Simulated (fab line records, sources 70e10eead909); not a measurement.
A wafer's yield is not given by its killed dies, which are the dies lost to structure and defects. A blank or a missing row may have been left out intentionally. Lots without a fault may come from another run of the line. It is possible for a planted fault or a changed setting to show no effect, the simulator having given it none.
Chamber matching / flow nand-harc / cmp-03 running NHARC_P_M1_CMP_23: 4 sister chambers
The step polishes, t overpolish 20 s, target thk 157.82 nm. 8 wafers are shown with their chamber, then 11 later ones without.

## WAFERS, EACH WITH ITS CHAMBER
wafer=L076.5; chamber=1; motor-current-A (A)=11.5; retaining-ring-pressure-frac=1.003
wafer=L083.4; chamber=1; motor-current-A (A)=11.2; retaining-ring-pressure-frac=1.008
wafer=L084.1; chamber=0; motor-current-A (A)=14.3; retaining-ring-pressure-frac=1.012
wafer=L084.4; chamber=2; motor-current-A (A)=12.4; retaining-ring-pressure-frac=0.997
wafer=L089.2; chamber=0; motor-current-A (A)=14.3; retaining-ring-pressure-frac=1.002
wafer=L089.3; chamber=3; motor-current-A (A)=12.7; retaining-ring-pressure-frac=1.000
wafer=L089.6; chamber=2; motor-current-A (A)=12.4; retaining-ring-pressure-frac=1.000
wafer=L086.1; chamber=3; motor-current-A (A)=12.9; retaining-ring-pressure-frac=1.001

## WAFERS MISSING THEIR CHAMBER
wafer=L086.3; motor-current-A (A)=11.8; retaining-ring-pressure-frac=0.996
wafer=L086.5; motor-current-A (A)=11.6; retaining-ring-pressure-frac=0.996
wafer=L088.1; motor-current-A (A)=14.2; retaining-ring-pressure-frac=1.000
wafer=L088.3; motor-current-A (A)=12.0; retaining-ring-pressure-frac=0.996
wafer=L088.5; motor-current-A (A)=12.0; retaining-ring-pressure-frac=0.999
wafer=L093.3; motor-current-A (A)=12.4; retaining-ring-pressure-frac=1.004
wafer=L093.4; motor-current-A (A)=12.4; retaining-ring-pressure-frac=0.993
wafer=L093.5; motor-current-A (A)=12.0; retaining-ring-pressure-frac=0.999
wafer=L095.2; motor-current-A (A)=14.2; retaining-ring-pressure-frac=0.997
wafer=L095.4; motor-current-A (A)=12.7; retaining-ring-pressure-frac=1.004
wafer=L095.6; motor-current-A (A)=14.3; retaining-ring-pressure-frac=1.004

## WHICH CHAMBER EACH ONE RAN IN
wafer=L086.3; from the rows above=can't be placed: 1 or 2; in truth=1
wafer=L086.5; from the rows above=1; in truth=1
wafer=L088.1; from the rows above=0; in truth=0
wafer=L088.3; from the rows above=2; in truth=2
wafer=L088.5; from the rows above=2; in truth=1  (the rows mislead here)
wafer=L093.3; from the rows above=can't be placed: 2 or 3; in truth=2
wafer=L093.4; from the rows above=2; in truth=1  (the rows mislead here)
wafer=L093.5; from the rows above=2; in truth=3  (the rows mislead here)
wafer=L095.2; from the rows above=0; in truth=0
wafer=L095.4; from the rows above=can't be placed: 3 or 2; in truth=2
wafer=L095.6; from the rows above=0; in truth=0
Correct placement for 5 of the 11. Cannot be placed on the basis of these rows: 3; the candidates contain the true chamber in 3. Placed wrongly: 3.
How it was worked out, from the rows above alone: a wafer's distance from a chamber is the root of the sum, over the readings, of the square of ((its reading less the chamber's mean) divided by the reading's scatter). The wafer belongs to the nearest chamber; if the next one is less than 2 further off, it can't be placed. The mean given for a chamber averages the wafers shown for that chamber. The scatter: the root of (the sum of the squares of (reading less its chamber's mean) over the shown wafers, divided by (wafers less chambers)).
